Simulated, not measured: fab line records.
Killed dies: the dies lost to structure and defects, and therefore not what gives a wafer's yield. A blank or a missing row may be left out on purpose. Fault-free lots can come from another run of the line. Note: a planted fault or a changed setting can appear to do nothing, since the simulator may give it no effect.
One fault through the eyes of 3 desks / flow n5_finfet / what lay behind the numbers comes last; until then each desk has only its own

== THE DEFECT DESK ==
Counts from the inspections along the route, per lot, as means over the sampled wafers that have a number. Any lot whose mean is over 4 standard deviations away from the usual mean is out of limits and marked OUT; that distance is given in the brackets.
Columns: A = raw_defect_count at N5_SDB_INSPECT_13, usual 70
lot=L306; first seen here=day 3 22:45; A=74
lot=L308; first seen here=day 4 09:51; A=72
lot=L319; first seen here=day 7 04:17; A=101
lot=L321; first seen here=day 7 17:14; A=52
lot=L323; first seen here=day 8 06:50; A=68
Finding of this desk: none of the 5 lots has anything out of limits.

== TOOL OWNER'S DESK, rie_si-01 ==
The tool's own readings at N5_SDB_CUT_ETCH_26 (etches Si in HBr/Cl2/O2, target depth 129.6 nm, bt time 20 s, time 51.8 s): means of the sampled wafers that have a number, for each lot that ran on this tool. Any lot whose mean is over 4 standard deviations away from the usual mean is out of limits and marked OUT; that distance is given in the brackets.
Columns: A = drypump_motor_current_A at N5_SDB_CUT_ETCH_26, usual 5.9 A; B = oes_o_777_au at N5_SDB_CUT_ETCH_26, usual 1.00 a.u.; C = oes_product_au at N5_SDB_CUT_ETCH_26, usual 1.008 a.u.; D = throttle_valve_pct at N5_SDB_CUT_ETCH_26, usual 37.5 %
lot=L308; first seen here=day 4 10:35; A=6.0; B=1.04; C=1.001; D=37.7
lot=L321; first seen here=day 7 17:53; A=5.8; B=1.08; C=1.012; D=37.7
Finding of this desk: none of the 2 lots has anything out of limits.

== THE METROLOGY DESK ==
Lot by lot, what the gauges showed, no matter which tool ran the lot: averages of those sampled wafers that carry a number. Any lot whose mean is over 4 standard deviations away from the usual mean is out of limits and marked OUT; that distance is given in the brackets.
Columns: A = SDB_OVL at N5_SDB_OVL_MEAS_12, usual -0.4 nm
lot=L306; first seen here=day 3 22:44; A=-0.9
lot=L308; first seen here=day 4 09:50; A=-0.3
lot=L319; first seen here=day 7 04:16; A=-0.1
lot=L321; first seen here=day 7 17:13; A=-0.1
lot=L323; first seen here=day 8 06:49; A=-0.5
Finding of this desk: none of the 5 lots has anything out of limits.

== BROUGHT TOGETHER ==
The defect desk saw nothing out of limits.
Nothing out of limits was seen by the tool owner's desk.
At the metrology desk, nothing out of limits was observed.

== WHAT WAS PUT IN BY THE SIMULATOR ==
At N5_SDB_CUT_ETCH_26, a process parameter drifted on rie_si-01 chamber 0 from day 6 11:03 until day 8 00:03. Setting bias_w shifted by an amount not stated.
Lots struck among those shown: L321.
